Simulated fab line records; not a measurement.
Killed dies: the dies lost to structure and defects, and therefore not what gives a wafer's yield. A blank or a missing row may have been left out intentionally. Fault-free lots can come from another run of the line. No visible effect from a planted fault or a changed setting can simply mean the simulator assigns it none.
fab line records -- flow n5-finfet
[record] lots = 4, wafers = 12, last-day = 15
route steps=1938 shown BEOL_M1@806 BEOL_M2@841 BEOL_M4@1111 PASSIVATION@1936
lots untouched by any fault: they come from a run of this same line in which no faults occurred
start-h: hours from the record's opening day to when the first of the lot's shown wafers began -- wait-h: how many hours have passed since the lot's step before this one -- " same as the row above -- L1.1+2: a row that stands for several wafers -- - no value present, or no start provided -- * or withheld: withheld -- < > ~ a bound
route shown NAME@n: a module of which the file shows steps, and the number in the route of the first -- usual: the fault-free wafers' mean and standard deviation -- same: alike in all rows -- chamber/n: place in a boat -- sites: per-site readings -- _std_site: standard deviation across them -- _edge_site: outer sites' mean less inner sites' -- radius-mm: for every site, how far away it sits from the centre of the wafer -- mask NAME#n: copy n -- behind: the last tool/chamber to shape the wafer -- hold: why the lot was held/for how many hours/how that ended -- device: the transistor (n, p or np) that didn't switch -- end of line: tests of these same wafers at the route's end -- for a step that has no rows: nothing shown but its recipe -- killed: dies lost to structure and defects at the first sort, not the wafer's yield -- map: the dies of a wafer, with x for killed, . for not killed, _ for no die there
set.NAME: setting as actually run; set.NAME@STEP: the setting as run at that earlier step -- model.NAME: the simulator's own value behind a step, which no gauge read
lots at some steps of the route; a table a step, a row a wafer
[[steps]]
[step N5_BEOL_M1_PRECLEAN_42]
[recipe] chemistry = residue-remover, time-s = 60, temp-c = 40
[step N5_BEOL_M1_SRD_43]
[recipe] time-s = 30, temp-c = 23, rinse-liquid = diw, dry = ipa-marangoni
[step N5_BEOL_M1_DEGAS_44]
[recipe] ambient = vacuum, temp-c = 250, time-s = 60
[step N5_BEOL_M1_PRE_CLEAN_45]
[recipe] gas = H2/He, time-s = 30, temp-c = 250
[step N5_BEOL_M1_ALD_84]
[recipe] material = TaN, target-thk-a = *, temp-c = 275, ald-precursor-family = PDMAT, ald-co-reactant = NH3, pressure-torr = 3, carrier-flow-sccm = 1500, pulse-time-s = 2, purge-time-s = 3, co-reactant-purge-time-s = 2, co-reactant-pulse-time-s = 3, ald-cycles = 30, precursor-vessel-temp-c = 75, precursor-vessel-pressure-torr = 26.25, precursor-vessel-carrier-sccm = 1000
[step N5_BEOL_M1_SURFACE_TREAT_85]
[recipe] gas = Ar, time-s = *, ion-energy-ev = *, ion-current-ma-cm2 = 0.5, pressure-mtorr = *, ar-flow-sccm = 30
[step N5_BEOL_M1_CVD_47]
[recipe] material = Co, target-thk-a = 30, temp-c = withheld, precursor = CCTBA/H2, pressure-torr = 30, time-s = 223.8
[step N5_BEOL_M1_SPUTTER_48]
[recipe] material = Cu, target-thk-a = 45, temp-c = -20, chamber-pressure-pa = 0.07, power-w = withheld, time-s = 8.29
[step N5_BEOL_M1_ANNEAL_49]
[recipe] temp-c = 400, time-s = 240, ambient = vacuum
[step N5_BEOL_M1_SPUTTER_79]
[recipe] material = Cu, target-thk-a = 45, temp-c = -20, chamber-pressure-pa = 0.07, power-w = withheld, time-s = 8.29
[step N5_BEOL_M1_ANNEAL_80]
[recipe] temp-c = 400, time-s = 240, ambient = vacuum
[step N5_BEOL_M1_SPUTTER_81]
[recipe] material = Cu, target-thk-a = 45, temp-c = -20, chamber-pressure-pa = 0.07, power-w = withheld, time-s = 8.29
[usual] susceptor-temp-C = -20.01/0.1, throttle-valve-pct = 30.1/1.2
lot.wafer,tool,chamber,start-h,wait-h,susceptor-temp-C,throttle-valve-pct
L909.2,pvd-sputter-02,-,157.43,0.1,-20.05,30.9
L909.3,pvd-sputter-02,-,157.43,0.1,-19.99,30.9
L909.4,pvd-sputter-02,-,157.43,0.1,-19.98,31.1
L912.2,pvd-sputter-02,-,169.90,0.1,-20.13,31.0
L912.4,pvd-sputter-02,-,169.90,0.1,-20.18,30.9
L912.6,pvd-sputter-02,-,169.90,0.1,-20.02,30.7
L915.2,pvd-sputter-02,-,192.72,0.1,-19.78,31.1
L915.3,pvd-sputter-02,-,192.72,0.1,-20.08,31.0
L915.4,pvd-sputter-02,-,192.72,0.1,-20.08,30.7
L917.2,pvd-sputter-02,-,203.18,0.1,-20.04,30.7
L917.5,pvd-sputter-02,-,203.18,0.1,-20.16,30.8
L917.6,pvd-sputter-02,-,203.18,0.1,-20.06,30.5
[step N5_BEOL_M1_ANNEAL_82]
[recipe] temp-c = 400, time-s = 240, ambient = vacuum
[step N5_BEOL_M1_SPUTTER_86]
[recipe] material = Cu, target-thk-a = 45, temp-c = -20, chamber-pressure-pa = 0.07, power-w = withheld, time-s = 8.29
[step N5_BEOL_M1_ANNEAL_87]
[recipe] temp-c = 400, time-s = 240, ambient = vacuum
[step N5_BEOL_M1_SPUTTER_88]
[recipe] material = Cu, target-thk-a = 45, temp-c = -20, chamber-pressure-pa = 0.07, power-w = withheld, time-s = 8.29
[step N5_BEOL_M1_ANNEAL_89]
[recipe] temp-c = 400, time-s = 240, ambient = vacuum
[step N5_BEOL_M1_SPUTTER_90]
[recipe] material = Cu, target-thk-a = 45, temp-c = -20, chamber-pressure-pa = 0.07, power-w = withheld, time-s = 8.29
[step N5_BEOL_M1_ANNEAL_91]
[recipe] temp-c = 400, time-s = 240, ambient = vacuum
[step N5_BEOL_M1_SPUTTER_92]
[recipe] material = Cu, target-thk-a = 45, temp-c = -20, chamber-pressure-pa = 0.07, power-w = withheld, time-s = 8.29
[step N5_BEOL_M1_ANNEAL_93]
[recipe] temp-c = 400, time-s = 240, ambient = vacuum
[step N5_BEOL_M1_SPUTTER_94]
[recipe] material = Cu, target-thk-a = 45, temp-c = -20, chamber-pressure-pa = 0.07, power-w = withheld, time-s = 8.29
[step N5_BEOL_M1_ANNEAL_95]
[recipe] temp-c = 400, time-s = 240, ambient = vacuum
[step N5_BEOL_M1_SPUTTER_96]
[recipe] material = Cu, target-thk-a = 45, temp-c = -20, chamber-pressure-pa = 0.07, power-w = withheld, time-s = 8.29
[step N5_BEOL_M1_ECD_50]
[recipe] material = Cu, target-thk-a = 3000
[step N5_BEOL_M1_ANNEAL_51]
[recipe] temp-c = 225, time-s = 90, ambient = N2
[step N5_BEOL_M1_CMP_52]
[recipe] stop-on = SiOC, t-overpolish-s = 6.8, down-force-psi = 1, platen-rpm = 50, clearing-platen-down-force-psi = 1.5, clearing-platen-rpm = 50, post-cmp-clean = cu-alkaline, target-thk-nm = 40, clearing-platen-pad-velocity-m-s = 0.99484, pad-velocity-m-s = 0.99484
[step N5_BEOL_M1_PRE_CLEAN_60]
[recipe] gas = NH3/H2, time-s = 15, temp-c = *, rf-power-w = 300
[step N5_BEOL_M1_CO_CAP_55]
[recipe] material = Co, target-thk-a = 20, temp-c = 200, precursor = CCTBA/H2, pressure-torr = 30, time-s = 102.1
[step N5_BEOL_M1_PRE_CLEAN_56]
[recipe] gas = NH3, time-s = 15, temp-c = withheld, rf-power-w = 300
[step N5_BEOL_M1_DEP_57]
[recipe] material = SiCN, target-thk-a = 80, temp-c = withheld, precursor = 3MS/NH3, pressure-torr = 3, rf-w = 202, time-s = 14
[step N5_BEOL_M2_ILD_DEP_00]
[recipe] material = SiOC, target-thk-a = 790, temp-c = 350, precursor = DEMS/O2, pressure-torr = 5, rf-w = 500, time-s = 15.3
[step N5_BEOL_M2_PECVD_72]
[recipe] material = SiO2, target-thk-a = 160, temp-c = 400, precursor = TEOS/O2, pressure-torr = 5.5, rf-w = 450, teos-flow-sccm = 53.8, gas = O2, flow-sccm = 3000, time-s = 18
[step N5_BEOL_M2_HM_DEP_02]
[recipe] material = TiN, target-thk-a = 200, temp-c = 25, chamber-pressure-pa = 0.49996
[step N5_BEOL_M2_COAT_61]
[recipe] resist = SOC, temp-c = 250, time-s = 60, spin-rpm = 1500, resist-thk-nm = 60
[step N5_BEOL_M2_COAT_62]
[recipe] resist = SiARC, temp-c = 220, time-s = 60, spin-rpm = 1500, resist-thk-nm = 12
[step N5_BEOL_M2_COAT_73]
[recipe] resist = underlayer, temp-c = 205, time-s = 60, spin-rpm = 1500, resist-thk-nm = 5
[step N5_BEOL_M4_RC_MEAS_101]
[usual] DIBL_N = 35.8/1.6, DIBL_P = 36.0/2.1, IOFF_N = 0.153/0.026, IOFF_N_85C = 3.0/0.44, IOFF_N_LIN = 0.072/0.011, IOFF_N_LONG = 5.5e-05/3e-06, IOFF_P = 0.21/0.037, ION_N = 673/11, ION_P = 462/7.6, SS_N = 71.4/0.53, SS_P = 73.2/0.67, VT_N = 250/3.2, VT_N_LONG = 274.6/2.2, VT_N_LVT = 99/3.3, VT_P = -250/3.7
lot.wafer,tool,chamber,start-h,wait-h,DIBL_N[mV/V],DIBL_P[mV/V],IOFF_N[nA/um],IOFF_N_85C[nA/um],IOFF_N_LIN[nA/um],IOFF_N_LONG[nA/um],IOFF_P[nA/um],ION_N[uA/um],ION_P[uA/um],SS_N[mV/dec],SS_P[mV/dec],VT_N[mV],VT_N_LONG[mV],VT_N_LVT[mV],VT_P[mV]
L909.2,prober-01,0,198.29,0.2,37.3,36.1,0.193,3.7,0.090,6.2e-05,0.26,678,470,71.4,73.4,243,276.1,94,-244
L909.3,prober-01,0,198.29,0.2,37.0,35.8,0.178,3.5,0.085,6.2e-05,0.25,677,470,71.6,73.5,246,268.7,96,-246
L909.4,prober-01,0,198.29,0.2,36.1,35.0,0.171,3.4,0.084,6.4e-05,0.24,693,480,71.1,73.5,246,270.6,96,-245
L912.2,prober-01,0,207.93,0.2,34.9,34.4,0.124,2.5,0.061,5.5e-05,0.17,665,462,70.3,73.4,255,273.1,101,-252
L912.4,prober-01,0,207.93,0.2,35.6,35.0,0.137,2.7,0.067,5.6e-05,0.19,671,461,70.3,72.8,249,273.9,100,-252
L912.6,prober-01,0,207.93,0.2,35.6,35.2,0.147,2.9,0.068,5.6e-05,0.18,670,456,71.3,72.8,251,273.2,99,-253
L915.2,prober-01,0,240.61,0.2,34.7,35.3,0.000,0.0,0.000,3.3e-05,0.22,239,471,70.8,72.0,459,476.9,304,-246
L915.3,prober-01,0,240.61,0.2,35.5,35.8,0.000,0.0,0.000,3.4e-05,0.22,240,465,71.5,72.9,459,477.9,301,-246
L915.4,prober-01,0,240.61,0.2,36.4,37.6,0.000,0.0,0.000,3.3e-05,0.28,244,475,71.4,73.7,453,476.7,298,-243
L917.2,prober-02,0,240.85,0.2,34.3,34.2,0.000,0.0,0.000,3.3e-05,0.19,245,462,71.4,72.5,457,478.3,308,-249
L917.5,prober-02,0,240.85,0.2,35.3,34.1,0.000,0.0,0.000,3.4e-05,0.19,239,462,70.9,72.5,459,477.6,305,-251
L917.6,prober-02,0,240.85,0.2,35.5,36.5,0.000,0.0,0.000,3.2e-05,0.24,246,473,71.1,73.1,452,478.9,303,-246
[step N5_PASSIVATION_PROBE_49]
[usual] defect-limited-yield = 91.3/1.5, killed_at_M0_to_M3 = 33/12, killed_at_M4_up = 13/5.2, killed-at-contacts = 13/6.7, killed-at-front-end = 40/11, killed-at-other = 4.1/2.7, killed-dies = 103/17, killed-open = 69/13, killed-short = 33/8.4, sort_bin_5_function = 5.1/1, sort_bin_6_memory = 3.2/0.62, sort_bin_8_speed = 0.00/0.014, sort-n-pass = 1077/17, sort-yield-pct = 91.3/1.5
[same] gross-dies = 1180, killed-at-back-side = 0, sort_bin_4_leakage[%] = 0
lot.wafer,tool,chamber,start-h,wait-h,defect-limited-yield[%],killed_at_M0_to_M3,killed_at_M4_up,killed-at-contacts,killed-at-front-end,killed-at-other,killed-dies,killed-open,killed-short,sort_bin_5_function[%],sort_bin_6_memory[%],sort_bin_8_speed[%],sort-n-pass,sort-yield-pct[%]
L909.2,prober-01,-,299.46,0.1,91.1,51,15,5,27,7,105,80,23,5.4,3.4,0,1075,91.1
L909.3,prober-01,-,299.51,0.1,89.4,43,24,9,39,10,125,81,42,6.2,3.8,0,1055,89.4
L909.4,prober-01,-,299.56,0.2,92.9,22,27,4,25,6,84,56,27,4.1,2.7,0,1096,92.9
L912.2,prober-01,-,316.71,0.1,91.9,29,16,15,33,3,96,55,41,4.3,3.5,0,1084,91.9
L912.4,prober-01,-,316.81,0.2,92.2,24,15,18,28,7,92,65,26,5.0,2.5,0,1088,92.2
L912.6,prober-01,-,316.91,0.3,89.9,49,15,19,31,5,119,84,35,6.8,3.3,0,1061,89.9
L917.2,prober-01,-,344.05,0.1,91.9,33,15,10,32,5,95,60,35,4.8,3.1,91.95,0,0
L917.5,prober-01,-,344.20,0.2,89.7,26,18,17,58,3,122,88,33,6.1,3.8,89.66,0,0
L917.6,prober-01,-,344.25,0.3,91.7,29,14,12,39,4,98,75,23,5.8,2.4,91.69,0,0
L915.2,prober-01,-,364.52,0.1,90.4,18,26,24,40,5,113,83,29,5.4,3.8,90.42,0,0
L915.3,prober-01,-,364.57,0.1,90.8,30,10,20,46,2,108,79,28,6.3,2.6,90.85,0,0
L915.4,prober-01,-,364.62,0.2,90.3,29,14,15,52,5,115,81,33,5.3,4.5,90.25,0,0
// killed by level:class
L909.2 BEOL_M0_SAQP:geometric-particle:open=12 STI_FIN_REVEAL:geometric-particle:open=10 BEOL_M0_SAQP:geometric-particle:short=10 BEOL_M1:geometric-particle:open=9 BEOL_M2:geometric-particle:open=8 FIN_SAQP:geometric-particle:open=6 BEOL_M4:geometric-particle:open=6 BEOL_M3:geometric-particle:open=5
L909.3 STI_FIN_REVEAL:geometric-particle:open=13 BEOL_M4:geometric-particle:open=8 BEOL_M0_SAQP:geometric-particle:open=8 BEOL_M0_SAQP:geometric-particle:short=8 MOL_CONTACT_COAG:geometric-particle:open=7 BEOL_M3:geometric-particle:open=7 STARTING-WAFER:geometric-particle:short=6 BEOL_M0:geometric-particle:open=5
L909.4 BEOL_M4:geometric-particle:open=15 BEOL_M3:geometric-particle:open=7 BEOL_M0_SAQP:geometric-particle:short=6 STARTING-WAFER:geometric-particle:short=6 GATE_CUT:geometric-particle:short=4 BEOL_M6:geometric-particle:open=4 STI_FIN_REVEAL:geometric-particle:open=3 BEOL_M4:geometric-particle:short=3
L912.2 MOL_CONTACT_COAG:geometric-particle:open=11 BEOL_M0_SAQP:geometric-particle:short=10 FIN_SAQP:geometric-particle:open=7 BEOL_M4:geometric-particle:short=6 BEOL_M1:geometric-particle:open=5 BEOL_M2:geometric-particle:open=5 BEOL_M7:geometric-particle:open=5 FIN_SAQP:geometric-particle:short=4
L912.4 MOL_CONTACT_COAG:geometric-particle:open=15 STI_FIN_REVEAL:geometric-particle:open=10 BEOL_M4:geometric-particle:short=7 BEOL_M1:geometric-particle:open=5 BEOL_M2:geometric-particle:open=5 BEOL_M0_SAQP:geometric-particle:short=4 MIM_TOP_ETCH:geometric-particle:open=4 STARTING-WAFER:geometric-particle:open=4
L912.6 MOL_CONTACT_COAG:geometric-particle:open=17 BEOL_M1:geometric-particle:open=15 BEOL_M0_SAQP:geometric-particle:short=9 BEOL_M4:geometric-particle:open=8 STI_FIN_REVEAL:geometric-particle:open=7 BEOL_M3:geometric-particle:open=7 BEOL_M2:geometric-particle:open=6 BEOL_M0_SAQP:geometric-particle:open=6
L917.2 BEOL_M4:geometric-particle:open=12 MOL_CONTACT_COAG:geometric-particle:open=8 FIN_SAQP:geometric-particle:open=6 BEOL_M0_SAQP:geometric-particle:short=6 BEOL_M3:geometric-particle:open=6 FIN_SAQP:geometric-particle:short=5 BEOL_M1:geometric-particle:open=5 BEOL_M3:geometric-particle:short=5
L917.5 FIN_SAQP:geometric-particle:open=20 MOL_CONTACT_COAG:geometric-particle:open=14 BEOL_M4:geometric-particle:open=12 STI_FIN_REVEAL:geometric-particle:open=11 GATE_CUT:geometric-particle:short=7 BEOL_M1:geometric-particle:open=6 FIN_SAQP:geometric-particle:short=4 BEOL_M0:geometric-particle:open=4
L917.6 STI_FIN_REVEAL:geometric-particle:open=10 MOL_CONTACT_COAG:geometric-particle:open=9 FIN_SAQP:geometric-particle:open=7 BEOL_M2:geometric-particle:open=7 BEOL_M4:geometric-particle:open=7 GATE_CUT:geometric-particle:open=5 BEOL_M1:geometric-particle:open=5 BEOL_M3:geometric-particle:open=5
L915.2 MOL_CONTACT_COAG:geometric-particle:open=22 FIN_SAQP:geometric-particle:short=12 BEOL_M4:geometric-particle:open=12 STI_FIN_REVEAL:geometric-particle:open=9 FIN_SAQP:geometric-particle:open=7 BEOL_M1:geometric-particle:open=6 BEOL_M3:geometric-particle:open=5 BEOL_M6:geometric-particle:open=5
L915.3 MOL_CONTACT_COAG:geometric-particle:open=16 STI_FIN_REVEAL:geometric-particle:open=11 BEOL_M1:geometric-particle:open=9 FIN_SAQP:geometric-particle:open=8 DUMMY_GATE:geometric-particle:open=6 BEOL_M0_SAQP:geometric-particle:short=5 FIN_SAQP:geometric-particle:short=4 GATE_CUT:geometric-particle:open=4
L915.4 FIN_SAQP:geometric-particle:open=17 MOL_CONTACT_COAG:geometric-particle:open=13 STI_FIN_REVEAL:geometric-particle:open=12 FIN_SAQP:geometric-particle:short=10 BEOL_M1:geometric-particle:open=6 BEOL_M5:geometric-particle:open=6 BEOL_M0_SAQP:geometric-particle:open=5 BEOL_M2:geometric-particle:open=5
// map L915.4 (x killed, . not)
_________________x....x......________________
______________x.........x......._____________
___________...x....................__________
__________x......x..............x..._________
________.......x..........x.........xx_______
_______x....................xx.........______
______x................x..........x....._____
_____.................xx.....x..x....xx.x____
____..........x......x..........x.......x.___
___......x...x..........x...............x..__
___.........x........xx.x.............x....__
__........x..x.....x.x................x....._
__.x...x......................x.x..........._
_............................x.........x.....
_x.............................x......x......
_.....................x......................
_..........xx..........x......x..............
_.....x.........x..............x...x...x..x..
_........................x...................
_.......................x.......xx...........
_x..x........x............................x..
__..x.x.x......x.......x....x..............._
__...x.........................x.x.x........_
___...............x.......................x__
___xx..........x........x............x..x..__
____...........xx.........x........x.....x___
_____................x......x..........x.____
______....x.x..x.....x...x.x...........x_____
_______.......x...x....................______
________.....................xx......._______
__________............x............._________
___________.....x.x....x...........__________
______________.x...x............_____________
_________________....x.......________________
// map L917.5 (x killed, . not)
_________________............________________
______________.............x...._____________
___________......x.....x.x.........__________
__________........x.x.....x........._________
________.................x.....x.x..x._______
_______........xx....x.............x.x.______
______..x..x.........x...x.....x........_____
_____....x................xx..........x..____
____.....x...x......x.....................___
___.x......x..x.x....x..x....x...........x.__
___xx.xx.........x.....xx..................__
__.......xx.........x....x.x................_
__.x..............x...x.x..................._
_x..xxx.....x..x...............x.........x..x
_...x...............x..x.....................
_............x..........x........x...x.......
_...........x.......x..............x.........
_........x...................x...............
_.........x.xx........x......................
_..xx.......x..xx.......x.......x.....x......
_....x........................x..............
__.............x........................x..x_
__.............x.......x...................x_
___........xx.x........x..................x__
___........x..........x....x..............x__
____...x................x..........x..x...___
_____...................x...........x....____
______......x...................x.x....._____
_______.....................xx.........______
________.......x.....x................_______
__________.............x..x.x......._________
___________.....x...............x..__________
______________..........x......._____________
_________________.........x..________________
[[key]]
[first-sign] step = N5_BEOL_M4_RC_MEAS_101, reading = VT_N_LONG, direction = up, sigmas = 91, usual = 274.6, struck = 477.7
[effect] step = N5_BEOL_M4_RC_MEAS_101, reading = VT_N, direction = up, sigmas = 64, usual = 250, struck = 456
[effect] step = N5_BEOL_M4_RC_MEAS_101, reading = VT_N_LVT, direction = up, sigmas = 62, usual = 99, struck = 303
[effect] step = N5_BEOL_M4_RC_MEAS_101, reading = ION_N, direction = down, sigmas = 40, usual = 673, struck = 242
[effect] step = N5_BEOL_M4_RC_MEAS_101, reading = IOFF_N_LONG, direction = down, sigmas = 7.4, usual = 5.5e-05, struck = 3.3e-05
[effect] step = N5_BEOL_M4_RC_MEAS_101, reading = IOFF_N_85C, direction = down, sigmas = 6.8, usual = 3.0, struck = 0.0
[effect] step = N5_BEOL_M4_RC_MEAS_101, reading = IOFF_N_LIN, direction = down, sigmas = 6.8, usual = 0.072, struck = 0.000
[effect] step = N5_BEOL_M4_RC_MEAS_101, reading = IOFF_N, direction = down, sigmas = 5.8, usual = 0.153, struck = 0.000
[effect] step = N5_PASSIVATION_PROBE_49, reading = sort_bin_8_speed, direction = up, sigmas = 99+, usual = 0.00, struck = 90.81
met-at N5_BEOL_M1_SPUTTER_81
struck-wafers L915.2,L915.3,L915.4,L917.2,L917.5,L917.6
onset-between 169.90 192.72
also-fits time
[earlier-fault] kind = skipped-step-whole, tool = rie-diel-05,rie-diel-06, chamber = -, onset-h = 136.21, steps = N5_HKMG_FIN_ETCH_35, scope = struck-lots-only
[fault] kind = process-parameter-drift, tool = pvd-sputter-02, chamber = -, onset-h = 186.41, steps = N5_BEOL_M1_SPUTTER_81, channel = power-w, offset = withheld, shape = step, acts-in = *
